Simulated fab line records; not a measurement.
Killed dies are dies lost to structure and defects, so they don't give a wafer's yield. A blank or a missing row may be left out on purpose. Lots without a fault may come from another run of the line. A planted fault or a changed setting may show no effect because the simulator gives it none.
fab line records	flow nand-harc	part 2 of 2: steps 5 to 6 of 6
record lots=21	wafers=63	last-day=25
route steps=1159 shown A_WL_FILL@832 A_CONTACT@873
lots untouched by any fault: they come from a run of this same line in which no faults occurred
start-h: hours from the record's first day to the start of the lot's first wafer shown	wait-h: hours from the lot's prior step to this one	" repeats the value in the row above	L1.1+2: a row that stands for several wafers	- no value present, or no start provided	* or withheld: withheld	< > ~ a bound
route shown NAME@n: a module of which the file shows steps, and the number in the route of the first	usual: mean/standard deviation of fault-free wafers	same: alike in all rows	chamber/n: place in a boat	sites: each site's reading	_std_site: the standard deviation of these	_edge_site: mean of outer sites minus mean of inner sites	radius-mm: how far each site lies from the wafer's centre	mask NAME#n: copy n	behind: tool/chamber where the wafer was last shaped	hold: the reason the lot was held/the length of the hold in hours/how it ended	device: the transistor (n, p or np) that didn't switch	end of line: tests run on the same wafers once the route is complete	a step with no rows: only its recipe	killed: dies lost to structure and defects at the first sort, not the wafer's yield	map: a wafer's dies, marking killed ones x, the rest . and places with no die _
set.NAME: setting as actually run; set.NAME@STEP: the setting as run at that earlier step	model.NAME: the simulator's own value behind a step, which no gauge read
steps of the route over a sample of lots; a table a step, a row a wafer
services: from which hour (start-h, from the record's first day; less than 0 if before it) a tool's chamber was out of use, for how many hours, and why
## steps
# step NHARC_A_CONTACT_ETCH_127
# recipe source-w=withheld	pressure-mtorr=20	bias-v=1200	time-s=155	target-depth-a=9560	ar-flow-sccm=withheld	c4f8-flow-sccm=withheld	o2-flow-sccm=withheld	chemistry=C4F8/O2/Ar
# usual oes-air-line-au=1.000/0.019
lot.wafer	tool	chamber	start-h	wait-h	oes-air-line-au	rf-hours-counter-h
L074.1	har-cap-etch-02	0	382.26	0.1	0.981	10
L074.4	"	1	"	"	0.986	-
L074.3	"	0	"	"	0.992	-
L076.2	har-cap-etch-03	1	387.55	0.1	1.011	83
L076.3	"	1	"	"	1.011	-
L076.5	"	0	"	"	1.012	-
L077.1	har-cap-etch-02	1	406.22	0.1	1.012	14
L077.2	"	0	"	"	1.038	14
L077.3	"	0	"	"	1.031	-
L078.1	har-cap-etch-03	0	412.23	0.1	1.004	87
L078.5	"	0	"	"	0.998	-
L078.6	"	1	"	"	1.002	-
L082.1	har-cap-etch-02	1	426.05	0.1	0.977	18
L082.4	"	1	"	"	1.000	-
L082.6	"	1	"	"	1.010	-
L081.2	har-cap-etch-03	1	427.98	0.1	0.989	91
L081.5	"	0	"	"	1.024	-
L081.6	"	1	"	"	0.950	-
L080.4	har-cap-etch-01	0	432.17	0.1	1.004	-
L080.3	"	1	"	"	1.012	-
L080.6	"	1	"	"	0.994	-
L083.1	har-cap-etch-02	1	435.10	0.1	0.986	20
L083.3	"	1	"	"	0.988	-
L083.6	"	1	"	"	0.980	-
L084.2	har-cap-etch-03	1	438.51	0.2	0.970	93
L084.3	"	1	"	"	0.997	-
L084.4	"	0	"	"	1.007	-
L087.2	har-cap-etch-03	0	448.10	0.2	0.991	95
L087.4	"	1	"	"	1.011	-
L087.5	"	0	"	"	0.994	-
L088.2	har-cap-etch-01	0	448.61	0.1	0.971	69
L088.4	"	1	"	"	1.008	-
L088.5	"	1	"	"	1.002	-
L086.3	har-cap-etch-01	0	452.96	0.1	1.026	-
L086.4	"	1	"	"	0.987	-
L086.5	"	0	"	"	1.008	-
L085.3	har-cap-etch-02	0	458.24	0.1	0.959	-
L085.6	"	1	"	"	1.024	-
L085.5	"	0	"	"	1.005	-
L089.1	har-cap-etch-01	1	462.96	0.1	0.997	74
L089.6	"	1	"	"	1.006	-
L089.5	"	0	"	"	1.001	-
L090.4	har-cap-etch-02	1	468.45	0.1	0.986	-
L090.3	"	0	"	"	1.001	-
L090.5	"	0	"	"	1.012	-
L091.2	har-cap-etch-01	1	468.60	0.1	1.012	75
L091.5	"	1	"	"	0.994	-
L091.6	"	0	"	"	1.019	-
L092.1	har-cap-etch-02	0	478.24	0.1	0.992	31
L092.5	"	1	"	"	0.975	-
L092.6	"	0	"	"	0.968	-
L093.2	har-cap-etch-03	1	489.85	0.1	0.976	102
L093.3	"	1	"	"	1.007	-
L093.6	"	1	"	"	1.020	-
L094.1	har-cap-etch-01	0	491.07	0.1	1.002	80
L094.4	"	0	"	"	1.009	-
L094.6	"	1	"	"	0.975	-
L095.3	har-cap-etch-02	1	495.01	0.1	1.011	-
L095.6	"	1	"	"	1.004	-
L095.5	"	0	"	"	0.985	-
L097.2	har-cap-etch-02	0	527.14	0.1	1.019	39
L097.3	"	0	"	"	0.987	-
L097.4	"	1	"	"	0.993	-
# step NHARC_A_CONTACT_ETCH_91
# recipe target-depth-a=400	over-etch-frac=0.5	time-s=85.7	ion-energy-ev=120	ch3f-flow-sccm=50	o2-flow-sccm=30	ar-flow-sccm=200	rf-w=500	bias-w=100	chemistry=CH3F/O2
# usual drypump-motor-current-A=5.7/0.54	mfc-ar-sccm=200.0/0.57	oes-product-au=0.95/0.034	rf-fwd-power-W=496.3/1.9	rf-vpp-V=243.9/1.9	showerhead-plenum-p-Torr=2.42/0.12	throttle-valve-pct=20.663/0.0081
lot.wafer	tool	chamber	start-h	wait-h	drypump-motor-current-A	mfc-ar-sccm	oes-product-au	rf-fwd-power-W	rf-hours-counter-h	rf-vpp-V	showerhead-plenum-p-Torr	throttle-valve-pct
L074.1	rie-diel-04	1	383.69	0.5	6.6	200.3	1.02	497.7	36	242.9	2.45	20.673
L074.3	"	2	"	"	6.3	199.6	1.00	498.9	32	248.5	2.65	20.661
L074.4	"	0	"	"	5.8	201.2	1.00	499.9	-	242.0	2.29	20.656
L076.2	rie-diel-01	2	388.99	0.6	5.3	199.5	0.91	496.4	11	241.9	2.32	20.663
L076.3	"	3	"	"	5.9	200.2	0.93	494.6	11	242.1	2.31	20.665
L076.5	"	0	"	"	4.9	199.5	0.92	491.9	-	246.5	2.56	20.665
L077.2	rie-diel-04	2	407.64	0.5	6.3	200.1	1.00	499.7	42	246.9	2.64	20.653
L077.3	"	3	"	"	6.1	200.5	1.01	494.8	35	242.3	2.33	20.674
L077.1	"	1	"	"	6.5	200.2	1.02	496.8	46	244.1	2.45	20.670
L078.1	rie-diel-13	1	413.66	0.5	6.3	199.4	0.92	498.0	48	242.3	2.41	20.659
L078.6	"	0	"	"	5.3	200.2	0.92	496.3	-	243.0	2.31	20.654
L078.5	"	1	"	"	6.3	199.1	0.93	495.2	-	242.7	2.41	20.666
L082.4	rie-diel-04	3	427.49	0.4	6.2	199.7	0.92	497.3	44	243.7	2.33	20.660
L082.1	"	0	"	"	5.8	200.7	0.92	497.8	50	242.3	2.29	20.659
L082.6	"	2	"	"	6.3	199.6	0.91	498.5	-	246.8	2.64	20.683
L081.2	rie-diel-13	0	429.46	0.6	5.3	199.2	1.00	494.1	54	242.4	2.31	20.663
L081.5	"	1	"	"	6.3	200.1	1.01	497.6	-	242.5	2.41	20.671
L081.6	"	2	"	"	5.8	200.3	1.00	497.3	-	242.9	2.39	20.663
L080.4	rie-diel-04	3	433.54	0.4	6.2	200.5	0.93	493.8	44	242.6	2.33	20.658
L080.3	"	2	"	"	6.3	200.3	0.93	499.1	53	245.8	2.64	20.664
L080.6	"	0	"	"	5.8	200.1	0.93	496.0	-	242.1	2.29	20.664
L083.1	rie-diel-01	0	436.54	0.5	4.9	200.3	0.91	494.4	18	246.2	2.56	20.652
L083.3	"	2	"	"	5.3	198.8	0.92	496.7	20	243.3	2.31	20.653
L083.6	"	0	"	"	4.8	199.8	0.92	492.7	-	245.3	2.56	20.659
L084.3	rie-diel-13	3	440.32	0.5	5.5	199.7	0.92	499.2	55	248.1	2.61	20.660
L084.4	"	0	"	"	5.3	200.1	0.93	496.8	56	242.7	2.31	20.662
L084.2	"	1	"	"	6.3	200.3	0.93	496.9	56	242.1	2.41	20.667
L088.4	rie-diel-04	1	450.01	0.4	6.5	200.8	0.94	498.6	65	245.9	2.44	20.663
L088.2	"	2	"	"	6.3	199.5	0.92	498.6	59	246.8	2.64	20.657
L088.5	"	1	"	"	6.6	199.5	0.94	496.4	-	244.0	2.44	20.652
L087.4	rie-diel-01	3	450.39	0.5	5.9	199.7	0.92	498.8	24	242.6	2.30	20.668
L087.2	"	2	"	"	5.3	199.5	0.93	497.4	23	243.2	2.31	20.652
L087.5	"	3	"	"	5.9	198.6	0.93	497.3	-	242.2	2.30	20.656
L086.3	rie-diel-01	3	454.34	0.4	5.8	201.1	0.94	498.0	25	243.1	2.30	20.663
L086.4	"	2	"	"	5.4	200.3	0.93	496.4	25	242.6	2.31	20.652
L086.5	"	3	"	"	5.9	200.2	0.93	497.1	-	242.4	2.30	20.649
L085.3	rie-diel-04	3	459.63	0.4	6.1	199.2	0.92	495.5	54	242.1	2.33	20.650
L085.6	"	0	"	"	5.8	199.5	0.93	493.9	-	242.8	2.28	20.684
L085.5	"	1	"	"	6.5	201.3	0.94	496.7	-	244.2	2.44	20.670
L089.1	rie-diel-01	0	464.39	0.5	4.9	199.0	0.93	492.3	27	245.8	2.56	20.656
L089.5	"	3	"	"	5.9	199.5	0.94	498.6	-	241.7	2.30	20.674
L089.6	"	0	"	"	4.8	199.5	0.93	491.4	-	245.5	2.56	20.661
L090.3	rie-diel-01	3	469.94	0.5	5.9	199.3	0.93	496.7	31	241.7	2.30	20.661
L090.4	"	1	"	"	5.1	199.1	0.92	493.2	30	243.8	2.36	20.652
L090.5	"	3	"	"	5.9	199.8	0.92	496.7	-	243.6	2.30	20.661
L091.2	rie-diel-13	0	470.06	0.6	5.3	200.2	0.93	498.7	2	242.6	2.31	20.668
L091.5	"	0	"	"	5.2	199.8	0.93	495.8	-	241.7	2.31	20.675
L091.6	"	1	"	"	6.3	199.4	0.92	496.0	-	244.2	2.40	20.668
L092.1	rie-diel-01	1	479.64	0.5	5.1	200.5	0.93	494.7	32	243.2	2.36	20.664
L092.5	"	0	"	"	4.8	199.1	0.92	495.9	-	245.8	2.56	20.661
L092.6	"	1	"	"	5.1	199.9	0.93	495.1	-	243.6	2.36	20.665
L093.2	rie-diel-04	1	491.29	0.5	6.5	200.6	0.94	497.8	4	243.6	2.43	20.673
L093.3	"	2	"	"	6.3	199.3	0.94	500.4	5	246.0	2.63	20.667
L093.6	"	0	"	"	5.8	199.9	0.93	497.1	-	247.7	2.66	20.661
L094.1	rie-diel-13	3	492.50	0.5	5.4	199.5	1.00	496.9	9	245.3	2.60	20.657
L094.4	"	1	"	"	6.3	199.7	1.00	497.6	9	244.2	2.40	20.654
L094.6	"	3	"	"	5.4	200.6	1.00	494.5	-	246.5	2.60	20.659
L095.3	rie-diel-04	3	496.42	0.5	6.2	199.5	1.00	493.3	7	243.6	2.32	20.650
L095.5	"	1	"	"	6.6	201.3	1.01	495.1	-	243.6	2.43	20.666
L095.6	"	2	"	"	6.3	200.4	1.00	498.4	-	245.5	2.63	20.659
L097.3	rie-diel-01	3	528.57	0.4	5.8	200.0	0.93	497.0	4	242.9	2.30	20.669
L097.2	"	0	"	"	4.9	200.4	0.93	494.1	4	245.3	2.55	20.661
L097.4	"	1	"	"	5.1	200.4	0.93	493.9	5	242.9	2.35	20.663
## services
tool	chamber	start-h	hours	kind
ald-metal-03	-	322.00	10.0	pm
rie-diel-01	0	323.80	-	clean
rie-diel-01	1	323.80	-	clean
rie-diel-01	2	323.80	-	clean
rie-diel-01	3	323.80	-	clean
rie-diel-04	2	328.79	7.2	repair
har-cap-etch-02	-	334.27	0.3	repair
ald-metal-02	-	364.00	10.0	pm
rie-diel-04	3	365.31	26.3	repair
ald-metal-03	-	379.62	1.8	repair
ald-metal-02	3	383.71	13.3	repair
rie-diel-01	0	391.93	6.4	repair
ald-metal-03	2	400.58	3.5	repair
ald-metal-04	-	406.00	10.0	pm
rie-diel-04	0	406.09	10.4	repair
rie-diel-13	2	415.09	6.4	repair
rie-diel-01	0	422.42	2.4	repair
rie-diel-13	-	453.00	9.0	pm
rie-diel-04	-	467.04	9.0	pm
har-cap-etch-01	-	479.00	0.8	repair
rie-diel-13	2	494.78	4.1	repair
ald-metal-03	-	500.00	10.0	pm
ald-metal-04	3	500.99	6.4	repair
rie-diel-04	3	519.94	5.5	repair
